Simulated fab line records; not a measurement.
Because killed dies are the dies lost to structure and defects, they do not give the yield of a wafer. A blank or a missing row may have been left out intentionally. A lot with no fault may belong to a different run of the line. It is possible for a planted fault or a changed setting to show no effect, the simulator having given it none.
Split-lot study    flow n5 finfet    route with 1938 steps; 7 lots, 21 wafers read

== SPLIT DETAILS ==
At N5_BEOL_M5_ETCH_41 (etches SiCN in CH3F/O2, target depth 31.5 nm, time 56.7 s), the setting source w was moved away from the recipe's 395 W on 10 of the 21 wafers read, by -13.3% to +15.5%. The other wafers ran this setting at the recipe's value.

Reading taken at the split's own step.

== THE READING ==
rf vpp V, in V, at N5_BEOL_M5_ETCH_41 (etches SiCN in CH3F/O2, target depth 31.5 nm, time 56.7 s). A value of 297.7 V with a standard deviation of 1.7 V is what fault-free wafers of this fab line usually give.

wafer   tool, chamber at the split  source w as run, W  against the recipe  rf vpp V, V  against lot-mates on the recipe
L074.3  rie diel-03, 3              446.2               +13.0%              285.1        no lot-mate on the recipe
L074.5  rie diel-03, 2              446.2               +13.0%              287.1        no lot-mate on the recipe
L074.6  rie diel-03, 3              446.2               +13.0%              286.2        no lot-mate on the recipe
L079.1  rie diel-05, 0              395                 recipe              296.0        -
L079.2  rie diel-05, 1              395                 recipe              299.0        -
L079.4  rie diel-05, 3              395                 recipe              297.9        -
L081.2  rie diel-02, 2              456.4               +15.5%              285.8        -11.4
L081.4  rie diel-02, 1              395                 recipe              297.2        -
L081.6  rie diel-02, 2              456.4               +15.5%              284.3        -12.9
L082.2  rie diel-02, 2              395                 recipe              297.4        -
L082.3  rie diel-02, 1              344.2               -12.9%              310.0        +13.8
L082.6  rie diel-02, 1              395                 recipe              295.0        -
L084.2  rie diel-02, 2              395                 recipe              298.8        -
L084.4  rie diel-02, 3              395                 recipe              294.5        -
L084.5  rie diel-02, 1              395                 recipe              294.1        -
L086.2  rie diel-05, 3              395                 recipe              297.2        -
L086.4  rie diel-05, 1              427.2               +8.2%               293.1        -4.1
L086.6  rie diel-05, 2              427.2               +8.2%               293.6        -3.6
L096.1  rie diel-03, 0              342.5               -13.3%              312.7        +14.4
L096.4  rie diel-03, 1              342.5               -13.3%              311.2        +12.9
L096.5  rie diel-03, 0              395                 recipe              298.3        -

THE FIT
A straight line over all 21 wafers: rf vpp V changes by -0.892 V for each +1% of source w; r = -0.97; the points scatter about the line by 2 V.
The same after taking each lot's own level away (the mean of its wafers on the recipe; 18 wafers): -0.87 V for each +1%; r = -0.97; scatter 1.8 V.
Per that fit: largest source w move, reading shift of 14 V.
Measured against the standard deviation above, the lots' own levels, which go from 295.80 to 298.30 V, span 1.5 times it.
The two slopes agree, so the slope changes little with the lot-to-lot level.
Check: -13.1 V against its lot-mates is what the line predicts for one of the wafers moved furthest among these (+15.5%) when that wafer is left out of the fit. Against them it came out at -11.4 V.
Tool readings at the split's step, against how far the setting was moved: rf vpp V r = -0.97.

== FILE'S OWN FIT ==
rf vpp V changes by -0.89 V for each +1% of source w, r = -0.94.
